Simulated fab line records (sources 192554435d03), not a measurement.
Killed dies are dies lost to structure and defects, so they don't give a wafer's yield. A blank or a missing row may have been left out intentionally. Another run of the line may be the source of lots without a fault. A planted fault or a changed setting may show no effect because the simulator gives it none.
fab line records | flow n5-finfet
record lots=7 | wafers=21
route steps=1938 shown ZERO_LAYER@9 WELL_APT@21 PMOS_HMC_CHANNEL_EPI@62 FIN_SAQP@125 DUMMY_GATE@221 SD_EPI_N@263
start-h: hours from the record's first day to the start of the lot's first wafer shown | wait-h: hours elapsed since this lot's preceding step | " identical to the entry in the row above | L1.1+2: several wafers, shown together as one row | - no value, or no start was given | * or withheld: withheld | < > ~ a bound
route shown NAME@n: a module of which the file shows steps, and the number in the route of the first | usual: average and standard deviation across the fault-free wafers | same: alike in all rows | chamber/n: place in a boat | sites: readings site by site | _std_site: the values' standard deviation | _edge_site: mean of outer sites minus mean of inner sites | radius-mm: for every site, how far away it sits from the centre of the wafer | mask NAME#n: copy n | behind: the tool/chamber that last shaped the wafer | hold: cause of the lot's hold/its duration in hours/its outcome | device: transistor that didn't switch, given as n, p or np | end of line: tests run on the same wafers once the route is complete | a step without rows: its recipe alone | killed: dies that structure and defects cost at the first sort, which is not the same as the wafer's yield | map: dies across one wafer; x = killed, . = not, _ = none there
set.NAME: setting as actually run; set.NAME@STEP: the setting as run at that earlier step | model.NAME: the simulator's own value behind a step, which no gauge read
one table per step and one row per wafer, for lots whose settings were changed on purpose
## steps
# step N5_ZERO_LAYER_EXPOSE_08
# recipe mask-id=ZERO | na=0.55 | source-shape=conventional | sigma-outer=0.8 | polarization=unpolarized | defocus-nm=0 | target-cd-nm=2000 | dose-mj=16.2
lot.wafer  | tool           | chamber | start-h | wait-h | mask   | set.dose-mj
L077.3     | krf-scanner-02 | 0       | 30.50   | -      | ZERO#0 | 16.65
L077.5+6   | "              | 0       | "       | "      | ZERO#0 | 16.2
L078.1     | krf-scanner-01 | 0       | 36.61   | -      | ZERO#0 | 15.58
L078.2+6   | "              | 0       | "       | "      | ZERO#0 | 16.2
L082.3+4   | krf-scanner-01 | 0       | 60.51   | -      | ZERO#0 | 17
L082.5     | "              | 0       | "       | "      | ZERO#0 | 16.2
L090.1+3+6 | krf-scanner-01 | 0       | 108.46  | -      | ZERO#0 | 16.2
L092.1+2+6 | krf-scanner-02 | 0       | 120.59  | -      | ZERO#0 | 16.2
L094.3+4+6 | krf-scanner-01 | 0       | 132.79  | -      | ZERO#0 | 16.2
L095.3     | krf-scanner-01 | 0       | 138.48  | -      | ZERO#0 | 15.37
L095.5+6   | "              | 0       | "       | "      | ZERO#0 | 16.2
# step N5_ZERO_LAYER_PEB_09
# recipe peb-temp-c=withheld | peb-time-s=*
# step N5_ZERO_LAYER_DEVELOP_10
# recipe develop-time-s=60 | rinse-liquid=diw | dry=air-spin | dev-temp-c=21
# step N5_ZERO_LAYER_HARDBAKE_23
# recipe temp-c=130 | time-s=120
# step N5_ZERO_LAYER_CD_MEAS_11
# recipe target-cd-nm=2000 | landing-energy-ev=500 | detector=se-inlens
# usual cd-nm=1999.1/1.7
lot.wafer | tool      | chamber | start-h | wait-h | set.dose-mj@ZERO_LAYER_EXPOSE_08 | cd-nm
L077.3    | cd-sem-01 | 0       | 30.67   | -      | 16.65                            | 2005.5
L077.5    | "         | 0       | "       | "      | 16.2                             | 2000.2
L077.6    | "         | 0       | "       | "      | 16.2                             | 1999.5
L078.1    | cd-sem-01 | 0       | 36.79   | -      | 15.58                            | 1994.2
L078.2    | "         | 0       | "       | "      | 16.2                             | 2002.3
L078.6    | "         | 0       | "       | "      | 16.2                             | 2000.8
L082.3    | cd-sem-02 | 0       | 60.67   | -      | 17                               | 2008.0
L082.4    | "         | 0       | "       | "      | 17                               | 2007.9
L082.5    | "         | 0       | "       | "      | 16.2                             | 1998.5
L090.1    | cd-sem-03 | 0       | 108.64  | -      | 16.2                             | 1994.7
L090.3    | "         | 0       | "       | "      | 16.2                             | 2000.0
L090.6    | "         | 0       | "       | "      | 16.2                             | 1999.3
L092.1    | cd-sem-03 | 0       | 120.77  | -      | 16.2                             | 1998.1
L092.2    | "         | 0       | "       | "      | 16.2                             | 1995.7
L092.6    | "         | 0       | "       | "      | 16.2                             | 1996.9
L094.3    | cd-sem-02 | 0       | 132.96  | -      | 16.2                             | 2000.9
L094.4    | "         | 0       | "       | "      | 16.2                             | 1998.7
L094.6    | "         | 0       | "       | "      | 16.2                             | 1997.1
L095.3    | cd-sem-02 | 0       | 138.64  | -      | 15.37                            | 1990.3
L095.5    | "         | 0       | "       | "      | 16.2                             | 2000.3
L095.6    | "         | 0       | "       | "      | 16.2                             | 2000.7
# step N5_WELL_APT_COAT_02
# recipe spin-rpm=1357 | resist-thk-nm=950
lot.wafer | tool           | chamber | start-h | wait-h | set.spin-rpm | model.coat_of_WELL_APT_COAT_02.thk-nm
L077.3    | litho-track-01 | 0       | -       | -      | 1357         | 949
L077.5    | "              | 0       | "       | "      | 1357         | 951.1
L077.6    | "              | 0       | "       | "      | 1357         | 946.6
L078.1    | litho-track-05 | 0       | -       | -      | 1357         | 948.3
L078.2    | "              | 0       | "       | "      | 1357         | 947.2
L078.6    | "              | 0       | "       | "      | 1260         | 983.5
L082.3+5  | litho-track-01 | 0       | -       | -      | 1270         | 985.3
L082.4    | "              | 0       | "       | "      | 1357         | 953.7
L090.1    | litho-track-03 | 0       | -       | -      | 1357         | 943.8
L090.3    | "              | 0       | "       | "      | 1357         | 944.2
L090.6    | "              | 0       | "       | "      | 1357         | 947.4
L092.1    | litho-track-03 | 0       | -       | -      | 1357         | 946.3
L092.2    | "              | 0       | "       | "      | 1357         | 949.6
L092.6    | "              | 0       | "       | "      | 1357         | 949.4
L094.3    | litho-track-03 | 0       | -       | -      | 1357         | 953.6
L094.4    | "              | 0       | "       | "      | 1357         | 949.5
L094.6    | "              | 0       | "       | "      | 1426         | 926.3
L095.3    | litho-track-05 | 0       | -       | -      | 1357         | 953.8
L095.5    | "              | 0       | "       | "      | 1357         | 953
L095.6    | "              | 0       | "       | "      | 1273         | 985.6
# step N5_PMOS_HMC_CHANNEL_EPI_EXPOSE_06
# recipe mask-id=PMOS_HMC_BLK | na=1.35 | source-shape=conventional | sigma-outer=0.8 | polarization=unpolarized | target-cd-nm=240 | dose-mj=41
lot.wafer  | tool            | chamber | start-h | wait-h | mask           | set.dose-mj
L077.3+6   | arfi-scanner-03 | 0       | 34.87   | -      | PMOS_HMC_BLK#0 | 41
L077.5     | "               | 0       | "       | "      | PMOS_HMC_BLK#0 | 38.79
L078.1+6   | arfi-scanner-03 | 0       | 41.12   | -      | PMOS_HMC_BLK#0 | 38.38
L078.2     | "               | 0       | "       | "      | PMOS_HMC_BLK#0 | 41
L082.3+4+5 | arfi-scanner-03 | 0       | 65.17   | -      | PMOS_HMC_BLK#0 | 41
L090.1+6   | arfi-scanner-01 | 0       | 113.18  | -      | PMOS_HMC_BLK#0 | 41
L090.3     | "               | 0       | "       | "      | PMOS_HMC_BLK#0 | 41.98
L092.1+2+6 | arfi-scanner-03 | 0       | 126.88  | -      | PMOS_HMC_BLK#0 | 41
L094.3+4   | arfi-scanner-03 | 0       | 137.41  | -      | PMOS_HMC_BLK#0 | 39.2
L094.6     | "               | 0       | "       | "      | PMOS_HMC_BLK#0 | 41
L095.3+5+6 | arfi-scanner-01 | 0       | 143.10  | -      | PMOS_HMC_BLK#0 | 41
# step N5_PMOS_HMC_CHANNEL_EPI_DEVELOP_08
# recipe develop-time-s=30 | developer=TMAH | resist=CAR-ArF-block | dev-temp-c=23 | rinse-liquid=diw | dry=air-spin
lot.wafer  | tool           | chamber | start-h | wait-h | set.develop-time-s
L077.3+5+6 | litho-track-05 | 0       | -       | -      | 30
L078.1+6   | litho-track-04 | 0       | -       | -      | 33.01
L078.2     | "              | 0       | "       | "      | 30
L082.3+4+5 | litho-track-04 | 0       | -       | -      | 30
L090.1+6   | litho-track-04 | 0       | -       | -      | 35.24
L090.3     | "              | 0       | "       | "      | 30
L092.1+2+6 | litho-track-02 | 0       | -       | -      | 30
L094.3+4+6 | litho-track-04 | 0       | -       | -      | 30
L095.3+5+6 | litho-track-05 | 0       | -       | -      | 30
# step N5_PMOS_HMC_CHANNEL_EPI_DESCUM_14
# recipe chemistry=O2 | time-s=7.9 | source-power-w=50 | bias-power-w=20 | pressure-mtorr=20 | rf-frequency-hz=2.712e+07 | temp-c=40 | resist=CAR-ArF-block | o2-flow-sccm=225
lot.wafer | tool        | chamber | start-h | wait-h | set.dose-mj@PMOS_HMC_CHANNEL_EPI_EXPOSE_06 | model.PMOS_HMC_CHANNEL_EPI.cd-nm
L077.3    | rie-diel-04 | 2       | 35.07   | 0.0    | 41                                         | 238.3
L077.5    | "           | 1       | "       | "      | 38.79                                      | 235
L077.6    | "           | 0       | "       | "      | 41                                         | 238.2
L078.1    | rie-diel-05 | 1       | 41.40   | 0.0    | 38.38                                      | 232.3
L078.2    | "           | 3       | "       | "      | 41                                         | 238.2
L078.6    | "           | 0       | "       | "      | 38.38                                      | 232.7
L082.3    | rie-diel-03 | 2       | 65.37   | 0.0    | 41                                         | 237.2
L082.4    | "           | 3       | "       | "      | 41                                         | 238.4
L082.5    | "           | 1       | "       | "      | 41                                         | 236.8
L090.1    | rie-diel-05 | 2       | 113.46  | 0.1    | 41                                         | 240
L090.3    | "           | 1       | "       | "      | 41.98                                      | 240.2
L090.6    | "           | 1       | "       | "      | 41                                         | 240.3
L092.1    | rie-diel-03 | 1       | 127.10  | 0.0    | 41                                         | 235.9
L092.2    | "           | 2       | "       | "      | 41                                         | 236.4
L092.6    | "           | 2       | "       | "      | 41                                         | 237.1
L094.3    | rie-diel-05 | 2       | 137.77  | 0.2    | 39.2                                       | 233.8
L094.4    | "           | 0       | "       | "      | 39.2                                       | 234.4
L094.6    | "           | 0       | "       | "      | 41                                         | 237.9
L095.3    | rie-diel-04 | 1       | 143.30  | 0.0    | 41                                         | 236.7
L095.5    | "           | 0       | "       | "      | 41                                         | 237.4
L095.6    | "           | 1       | "       | "      | 41                                         | 237.8
# step N5_FIN_SAQP_SPACER1_ALD_24
# recipe material=SiO2 | target-thk-a=203 | temp-c=300 | ald-precursor-family=BDEAS | ald-co-reactant=O2-plasma | pulse-time-s=1 | purge-time-s=2 | co-reactant-purge-time-s=2 | ald-cycles=218 | pressure-torr=2
lot.wafer  | tool       | chamber | start-h | wait-h | set.ald-cycles | model.SiO2_of_FIN_SAQP_SPACER1_ALD_24.thk-nm
L077.3+6   | ald-sin-03 | 3       | 40.59   | 0.1    | 218            | 20.2
L077.5     | "          | 2       | "       | "      | 189            | 17.6
L078.1     | ald-sin-01 | 3       | 47.18   | 0.3    | 248            | 23
L078.2     | "          | 1       | "       | "      | 218            | 20.4
L078.6     | "          | 2       | "       | "      | 218            | 20.2
L082.3+4+5 | ald-sin-04 | 0,1,1   | 72.11   | 0.1    | 218            | 20.4
L090.1+3+6 | ald-sin-01 | 3,0,3   | 119.18  | 0.3    | 218            | 20.2
L092.1     | ald-sin-04 | 1       | 132.75  | 0.3    | 218            | 20.4
L092.2+6   | "          | 2       | "       | "      | 218            | 20.2
L094.3     | ald-sin-01 | 2       | 143.60  | 0.2    | 242            | 22.4
L094.4+6   | "          | 1,0     | "       | "      | 218            | 20.2
L095.3+6   | ald-sin-04 | 3       | 149.33  | 0.3    | 251            | 23.4
L095.5     | "          | 0       | "       | "      | 218            | 20.4
# step N5_FIN_SAQP_SPACER1_ETCHBACK_25
# recipe chemistry=CHF3/O2 | mode=anisotropic-etchback | target=SiO2 | target-depth-a=244 | time-s=12.2 | pressure-mtorr=30 | source-w=650 | bias-w=170 | Ar_flow_sccm=200 | CHF3_flow_sccm=50 | O2_flow_sccm=5 | ion-energy-ev=200
# step N5_FIN_SAQP_MANDREL1_REMOVE_56
# recipe chemistry=HBr/Cl2/O2 | bt-time-s=10 | target=a-Si | stop-on=SiNx | endpoint=OES-SiCl | over-etch-frac=1 | icp-w=600 | bias-w=22 | HBr_flow_sccm=150 | Cl2_flow_sccm=80 | O2_flow_sccm=5 | pressure-mtorr=10
lot.wafer  | tool      | chamber | start-h | wait-h | set.ald-cycles@FIN_SAQP_SPACER1_ALD_24 | model.FIN_SAQP.cd-nm
L077.3     | rie-si-04 | 1       | 41.40   | 0.1    | 218                                    | 20.2
L077.5     | "         | 0       | "       | "      | 189                                    | 17.8
L077.6     | "         | 1       | "       | "      | 218                                    | 20.4
L078.1     | rie-si-01 | 2       | 48.13   | 0.1    | 248                                    | 23
L078.2+6   | "         | 0       | "       | "      | 218                                    | 20.2
L082.3+4+5 | rie-si-05 | 3,0,3   | 73.16   | 0.1    | 218                                    | 20.4
L090.1+3+6 | rie-si-04 | 0,1,3   | 119.99  | 0.1    | 218                                    | 20.2
L092.1     | rie-si-01 | 1       | 133.56  | 0.1    | 218                                    | 20.6
L092.2     | "         | 0       | "       | "      | 218                                    | 20.2
L092.6     | "         | 3       | "       | "      | 218                                    | 20
L094.3     | rie-si-04 | 2       | 144.44  | 0.1    | 242                                    | 22.2
L094.4+6   | "         | 1,0     | "       | "      | 218                                    | 20.2
L095.3+6   | rie-si-04 | 0,3     | 150.15  | 0.1    | 251                                    | 23.4
L095.5     | "         | 2       | "       | "      | 218                                    | 20.2
# step N5_FIN_SAQP_CD_MEAS_27
# recipe target-cd-nm=20 | landing-energy-ev=1000 | detector=se-inlens | polarity=line
# usual cd-nm=20.25/0.25
lot.wafer | tool      | chamber | start-h | wait-h | set.ald-cycles@FIN_SAQP_SPACER1_ALD_24 | cd-nm
L077.3    | cd-sem-02 | 0       | 41.51   | 0.1    | 218                                    | 20.24
L077.5    | "         | 0       | "       | "      | 189                                    | 17.78
L077.6    | "         | 0       | "       | "      | 218                                    | 20.48
L078.1    | cd-sem-02 | 0       | 48.24   | 0.1    | 248                                    | 23.30
L078.2    | "         | 0       | "       | "      | 218                                    | 20.23
L078.6    | "         | 0       | "       | "      | 218                                    | 20.18
L082.3    | cd-sem-01 | 0       | 73.28   | 0.1    | 218                                    | 20.38
L082.4    | "         | 0       | "       | "      | 218                                    | 20.36
L082.5    | "         | 0       | "       | "      | 218                                    | 20.40
L090.1    | cd-sem-01 | 0       | 120.10  | 0.1    | 218                                    | 20.19
L090.3    | "         | 0       | "       | "      | 218                                    | 19.95
L090.6    | "         | 0       | "       | "      | 218                                    | 20.27
L092.1    | cd-sem-03 | 0       | 133.67  | 0.1    | 218                                    | 20.67
L092.2    | "         | 0       | "       | "      | 218                                    | 19.98
L092.6    | "         | 0       | "       | "      | 218                                    | 20.26
L094.3    | cd-sem-01 | 0       | 144.55  | 0.1    | 242                                    | 22.18
L094.4    | "         | 0       | "       | "      | 218                                    | 20.52
L094.6    | "         | 0       | "       | "      | 218                                    | 20.07
L095.3    | cd-sem-02 | 0       | 150.27  | 0.1    | 251                                    | 23.01
L095.5    | "         | 0       | "       | "      | 218                                    | 20.30
L095.6    | "         | 0       | "       | "      | 251                                    | 23.26
# step N5_FIN_SAQP_COAT_68
# recipe resist=SOC | temp-c=250 | time-s=60 | spin-rpm=1500 | resist-thk-nm=100
lot.wafer  | tool           | chamber | start-h | wait-h | set.spin-rpm | model.SOC_of_FIN_SAQP_COAT_68.thk-nm
L077.3+5   | litho-track-04 | 0       | 42.17   | 0.2    | 1568         | 98.4
L077.6     | "              | 0       | "       | "      | 1500         | 100
L078.1     | litho-track-01 | 0       | 48.89   | 0.3    | 1500         | 100.2
L078.2     | "              | 0       | "       | "      | 1500         | 100
L078.6     | "              | 0       | "       | "      | 1500         | 99.8
L082.3     | litho-track-04 | 0       | 74.15   | 0.2    | 1500         | 100.6
L082.4     | "              | 0       | "       | "      | 1500         | 100.4
L082.5     | "              | 0       | "       | "      | 1500         | 100.8
L090.1     | litho-track-01 | 0       | 120.75  | 0.3    | 1500         | 100
L090.3     | "              | 0       | "       | "      | 1500         | 100.4
L090.6     | "              | 0       | "       | "      | 1375         | 104.8
L092.1+2+6 | litho-track-04 | 0       | 134.32  | 0.3    | 1500         | 100.4
L094.3     | litho-track-01 | 0       | 145.21  | 0.2    | 1500         | 100.4
L094.4     | "              | 0       | "       | "      | 1645         | 95.8
L094.6     | "              | 0       | "       | "      | 1645         | 96.2
L095.3     | litho-track-01 | 0       | 151.00  | 0.2    | 1500         | 100
L095.5     | "              | 0       | "       | "      | 1500         | 100.4
L095.6     | "              | 0       | "       | "      | 1500         | 100.2
# step N5_DUMMY_GATE_PECVD_30
# recipe material=SiO2 | target-thk-a=550 | temp-c=400 | precursor=TEOS/O2 | pressure-torr=6.5 | rf-w=withheld | teos-flow-sccm=withheld | gas=O2 | flow-sccm=2650 | time-s=10.8
lot.wafer | tool     | chamber | start-h | wait-h | set.time-s | model.SiO2_of_DUMMY_GATE_PECVD_30.thk-nm
L077.3    | pecvd-01 | 2       | 63.51   | 0.0    | 10.8       | 55.2
L077.5    | "        | 0       | "       | "      | 10.8       | 54.6
L077.6    | "        | 2       | "       | "      | 10.8       | 55.6
L078.1    | pecvd-04 | 1       | 69.15   | 0.0    | 10.8       | 54.2
L078.2    | "        | 2       | "       | "      | 11.82      | 58.2
L078.6    | "        | 0       | "       | "      | 11.82      | 60
L082.3    | pecvd-01 | 0       | 95.34   | 0.0    | 10.8       | 54
L082.4    | "        | 2       | "       | "      | 9.737      | 50.8
L082.5    | "        | 0       | "       | "      | 9.737      | 50.2
L090.1    | pecvd-04 | 0       | 141.16  | 0.0    | 12.03      | 59.8
L090.3    | "        | 1       | "       | "      | 10.8       | 52.8
L090.6    | "        | 1       | "       | "      | 10.8       | 54.4
L092.1    | pecvd-04 | 2       | 154.30  | 0.0    | 10.8       | 53.8
L092.2    | "        | 0       | "       | "      | 10.8       | 54.6
L092.6    | "        | 2       | "       | "      | 10.8       | 54.4
L094.3    | pecvd-01 | 1       | 170.76  | 0.0    | 10.8       | 54.8
L094.4    | "        | 1       | "       | "      | 11.94      | 61.4
L094.6    | "        | 0       | "       | "      | 10.8       | 54.2
L095.3    | pecvd-02 | 2       | 171.39  | 0.0    | 10.8       | 54.8
L095.5    | "        | 2       | "       | "      | 11.24      | 57.8
L095.6    | "        | 1       | "       | "      | 10.8       | 56
# step N5_DUMMY_GATE_COAT_34
# recipe resist=SOC | temp-c=250 | time-s=60 | spin-rpm=1500 | resist-thk-nm=60
# step N5_DUMMY_GATE_COAT_35
# recipe resist=SiARC | temp-c=220 | time-s=60 | spin-rpm=1500 | resist-thk-nm=10
# step N5_DUMMY_GATE_STRIP_41
# recipe chemistry=O2 | power-w=400 | temp-c=40 | pressure-mtorr=30 | rf-frequency-hz=6e+07 | bias-power-w=0 | overash-fraction=0.3 | o2-flow-sccm=225
# step N5_DUMMY_GATE_HM_OPEN_21
# recipe chemistry=CH3F/O2 | target=SiNx | target-depth-a=1200 | Ar_flow_sccm=150 | CH3F_flow_sccm=30 | O2_flow_sccm=23 | time-s=171.4 | pressure-mtorr=30 | source-w=395 | bias-w=73 | ion-energy-ev=120.7
# step N5_DUMMY_GATE_ETCH_32
# recipe chemistry=CF4 | target=SiO2 | target-depth-a=35 | time-s=3.9 | ion-energy-ev=350 | pressure-mtorr=10 | icp-w=800 | bias-w=400 | cf4-flow-sccm=80
lot.wafer | tool      | chamber | start-h | wait-h | set.time-s@DUMMY_GATE_PECVD_30 | model.SiO2_of_DUMMY_GATE_PECVD_30.thk-nm
L077.3    | rie-si-06 | 1       | 64.63   | 0.1    | 10.8                           | 41.8
L077.5    | "         | 1       | "       | "      | 10.8                           | 41.2
L077.6    | "         | 0       | "       | "      | 10.8                           | 42.4
L078.1    | rie-si-02 | 0       | 70.73   | 0.1    | 10.8                           | 40.8
L078.2    | "         | 1       | "       | "      | 11.82                          | 44.8
L078.6    | "         | 2       | "       | "      | 11.82                          | 46.4
L082.3    | rie-si-02 | 3       | 96.47   | 0.1    | 10.8                           | 40.4
L082.4    | "         | 2       | "       | "      | 9.737                          | 37.4
L082.5    | "         | 0       | "       | "      | 9.737                          | 36.8
L090.1    | rie-si-02 | 2       | 142.46  | 0.1    | 12.03                          | 46
L090.3    | "         | 3       | "       | "      | 10.8                           | 39.2
L090.6    | "         | 1       | "       | "      | 10.8                           | 41
L092.1    | rie-si-03 | 2       | 155.55  | 0.1    | 10.8                           | 40.2
L092.2    | "         | 0       | "       | "      | 10.8                           | 41.2
L092.6    | "         | 3       | "       | "      | 10.8                           | 41
L094.3    | rie-si-06 | 3       | 172.01  | 0.1    | 10.8                           | 41.2
L094.4    | "         | 0       | "       | "      | 11.94                          | 48
L094.6    | "         | 3       | "       | "      | 10.8                           | 40.6
L095.3    | rie-si-02 | 2       | 172.59  | 0.1    | 10.8                           | 41
L095.5    | "         | 0       | "       | "      | 11.24                          | 44.4
L095.6    | "         | 3       | "       | "      | 10.8                           | 42.4
# step N5_SD_EPI_N_COAT_33
# recipe resist=SiARC | temp-c=220 | time-s=60 | spin-rpm=1500 | resist-thk-nm=35
lot.wafer  | tool           | chamber | start-h | wait-h | set.spin-rpm | model.SiARC_of_SD_EPI_N_COAT_33.thk-nm
L077.3+6   | litho-track-05 | 0       | -       | -      | 1500         | 35.2
L077.5     | "              | 0       | "       | "      | 1500         | 35
L078.1     | litho-track-05 | 0       | -       | -      | 1660         | 33.2
L078.2     | "              | 0       | "       | "      | 1660         | 33.4
L078.6     | "              | 0       | "       | "      | 1500         | 35
L082.3     | litho-track-05 | 0       | -       | -      | 1500         | 35
L082.4+5   | "              | 0       | "       | "      | 1449         | 35.6
L090.1+3   | litho-track-03 | 0       | -       | -      | 1500         | 35
L090.6     | "              | 0       | "       | "      | 1500         | 34.8
L092.1+2   | litho-track-01 | 0       | -       | -      | 1500         | 35
L092.6     | "              | 0       | "       | "      | 1500         | 35.2
L094.3+4   | litho-track-03 | 0       | -       | -      | 1627         | 33.6
L094.6     | "              | 0       | "       | "      | 1500         | 35
L095.3+5+6 | litho-track-03 | 0       | -       | -      | 1500         | 35
# step N5_SD_EPI_N_COAT_03
# recipe resist=CAR-ArF-block | spin-rpm=1500 | resist-thk-nm=150
# step N5_SD_EPI_N_EBR_05
# recipe solvent=PGMEA | ebr-width-mm=1.5
# step N5_SD_EPI_N_DESCUM_14
# recipe chemistry=O2 | time-s=7.9 | source-power-w=50 | bias-power-w=20 | pressure-mtorr=20 | rf-frequency-hz=2.712e+07 | temp-c=40 | resist=CAR-ArF-block | o2-flow-sccm=225
# step N5_SD_EPI_N_ETCH_34
# recipe chemistry=CF4 | target=SiARC | target-depth-a=455 | mask-material=CAR-ArF-block | time-s=75.8 | ion-energy-ev=80 | pressure-mtorr=40 | source-w=545 | bias-w=36 | Ar_flow_sccm=100 | cf4-flow-sccm=100 | ends=cleared
lot.wafer | tool        | chamber | start-h | wait-h | set.spin-rpm@SD_EPI_N_COAT_33 | model.etch.depth-nm | model.CAR-ArF-block_of_SD_EPI_N_COAT_03.thk-nm
L077.3    | rie-diel-02 | 2       | 66.29   | 0.0    | 1500                          | 35.17               | 110.6
L077.5    | "           | 1       | "       | "      | 1500                          | 35.06               | 111
L077.6    | "           | 2       | "       | "      | 1500                          | 35.19               | 110.4
L078.1    | rie-diel-06 | 0       | 72.66   | 0.0    | 1660                          | 33.26               | 112.6
L078.2    | "           | 3       | "       | "      | 1660                          | 33.38               | 112.6
L078.6    | "           | 3       | "       | "      | 1500                          | 35.04               | 110.8
L082.3    | rie-diel-06 | 1       | 99.10   | 0.0    | 1500                          | 34.94               | 110.8
L082.4    | "           | 0       | "       | "      | 1449                          | 35.6                | 110.6
L082.5    | "           | 1       | "       | "      | 1449                          | 35.6                | 110
L090.1    | rie-diel-02 | 0       | 144.33  | 0.0    | 1500                          | 34.96               | 111.4
L090.3    | "           | 2       | "       | "      | 1500                          | 34.98               | 111.2
L090.6    | "           | 2       | "       | "      | 1500                          | 34.84               | 111
L092.1    | rie-diel-06 | 1       | 157.03  | 0.0    | 1500                          | 35.09               | 111.2
L092.2    | "           | 2       | "       | "      | 1500                          | 35.09               | 111.6
L092.6    | "           | 3       | "       | "      | 1500                          | 35.1                | 111.6
L094.3    | rie-diel-06 | 0       | 173.62  | 0.0    | 1627                          | 33.63               | 112
L094.4    | "           | 0       | "       | "      | 1627                          | 33.58               | 112
L094.6    | "           | 3       | "       | "      | 1500                          | 35.01               | 111
L095.3    | rie-diel-02 | 3       | 174.22  | 0.0    | 1500                          | 35.07               | 111.2
L095.5    | "           | 3       | "       | "      | 1500                          | 35.01               | 111.4
L095.6    | "           | 0       | "       | "      | 1500                          | 34.92               | 111.8
# step N5_SD_EPI_N_ETCH_35
# recipe chemistry=N2/H2 | target=SOC | overetch-a=1080 | mask-material=SiARC | temp-c=40 | ion-energy-ev=100 | source-w=3000 | bias-w=133 | pressure-mtorr=20 | time-s=486 | n2-flow-sccm=200 | h2-flow-sccm=200
lot.wafer  | tool        | chamber | start-h | wait-h | set.spin-rpm@SD_EPI_N_COAT_33 | model.SiARC_of_SD_EPI_N_COAT_33.thk-nm
L077.3+5+6 | rie-diel-02 | 2,1,2   | 66.35   | 0.0    | 1500                          | 19.6
L078.1     | rie-diel-06 | 0       | 72.72   | 0.0    | 1660                          | 17.4
L078.2     | "           | 3       | "       | "      | 1660                          | 17.2
L078.6     | "           | 3       | "       | "      | 1500                          | 19
L082.3     | rie-diel-06 | 1       | 99.16   | 0.0    | 1500                          | 19.4
L082.4     | "           | 0       | "       | "      | 1449                          | 19.6
L082.5     | "           | 1       | "       | "      | 1449                          | 20
L090.1     | rie-diel-02 | 0       | 144.39  | 0.0    | 1500                          | 19.4
L090.3+6   | "           | 2       | "       | "      | 1500                          | 19.2
L092.1     | rie-diel-06 | 1       | 157.09  | 0.0    | 1500                          | 19.2
L092.2     | "           | 2       | "       | "      | 1500                          | 19.6
L092.6     | "           | 3       | "       | "      | 1500                          | 19
L094.3     | rie-diel-06 | 0       | 173.67  | 0.0    | 1627                          | 17.6
L094.4     | "           | 0       | "       | "      | 1627                          | 17.4
L094.6     | "           | 3       | "       | "      | 1500                          | 18.8
L095.3+5   | rie-diel-02 | 3       | 174.27  | 0.0    | 1500                          | 19.4
L095.6     | "           | 0       | "       | "      | 1500                          | 19.2
## key
split step=N5_ZERO_LAYER_EXPOSE_08 | setting=dose-mj | stated=16.2 | by=wafer
response step=N5_ZERO_LAYER_CD_MEAS_11 | reading=cd-nm | change=+1.95 | per=1% | r=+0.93
split step=N5_WELL_APT_COAT_02 | setting=spin-rpm | stated=1357 | by=wafer
response step=N5_WELL_APT_COAT_02 | reading=model.coat_of_WELL_APT_COAT_02.thk-nm | change=-5.02 | per=1% | r=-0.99
split step=N5_PMOS_HMC_CHANNEL_EPI_EXPOSE_06 | setting=dose-mj | stated=41 | by=wafer
response step=N5_PMOS_HMC_CHANNEL_EPI_DESCUM_14 | reading=model.PMOS_HMC_CHANNEL_EPI.cd-nm | change=+0.75 | per=1% | r=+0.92
split step=N5_PMOS_HMC_CHANNEL_EPI_DEVELOP_08 | setting=develop-time-s | stated=30 | by=wafer
response none clear
split step=N5_FIN_SAQP_SPACER1_ALD_24 | setting=ald-cycles | stated=218 | by=wafer
response step=N5_FIN_SAQP_SPACER1_ALD_24 | reading=model.SiO2_of_FIN_SAQP_SPACER1_ALD_24.thk-nm | change=+0.197 | per=1% | r=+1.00
response step=N5_FIN_SAQP_MANDREL1_REMOVE_56 | reading=model.FIN_SAQP.cd-nm | change=+0.198 | per=1% | r=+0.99
response step=N5_FIN_SAQP_CD_MEAS_27 | reading=cd-nm | change=+0.196 | per=1% | r=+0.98
split step=N5_FIN_SAQP_COAT_68 | setting=spin-rpm | stated=1500 | by=wafer
response step=N5_FIN_SAQP_COAT_68 | reading=model.SOC_of_FIN_SAQP_COAT_68.thk-nm | change=-0.48 | per=1% | r=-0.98
split step=N5_DUMMY_GATE_PECVD_30 | setting=time-s | stated=10.8 | by=wafer
response step=N5_DUMMY_GATE_PECVD_30 | reading=model.SiO2_of_DUMMY_GATE_PECVD_30.thk-nm | change=+0.527 | per=1% | r=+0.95
response step=N5_DUMMY_GATE_ETCH_32 | reading=model.SiO2_of_DUMMY_GATE_PECVD_30.thk-nm | change=+0.52 | per=1% | r=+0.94
split step=N5_SD_EPI_N_COAT_33 | setting=spin-rpm | stated=1500 | by=wafer
response step=N5_SD_EPI_N_COAT_33 | reading=model.SiARC_of_SD_EPI_N_COAT_33.thk-nm | change=-0.163 | per=1% | r=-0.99
response step=N5_SD_EPI_N_ETCH_34 | reading=model.etch.depth-nm | change=-0.165 | per=1% | r=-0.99
response step=N5_SD_EPI_N_ETCH_34 | reading=model.CAR-ArF-block_of_SD_EPI_N_COAT_03.thk-nm | change=+0.149 | per=1% | r=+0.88
response step=N5_SD_EPI_N_ETCH_35 | reading=model.SiARC_of_SD_EPI_N_COAT_33.thk-nm | change=-0.155 | per=1% | r=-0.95
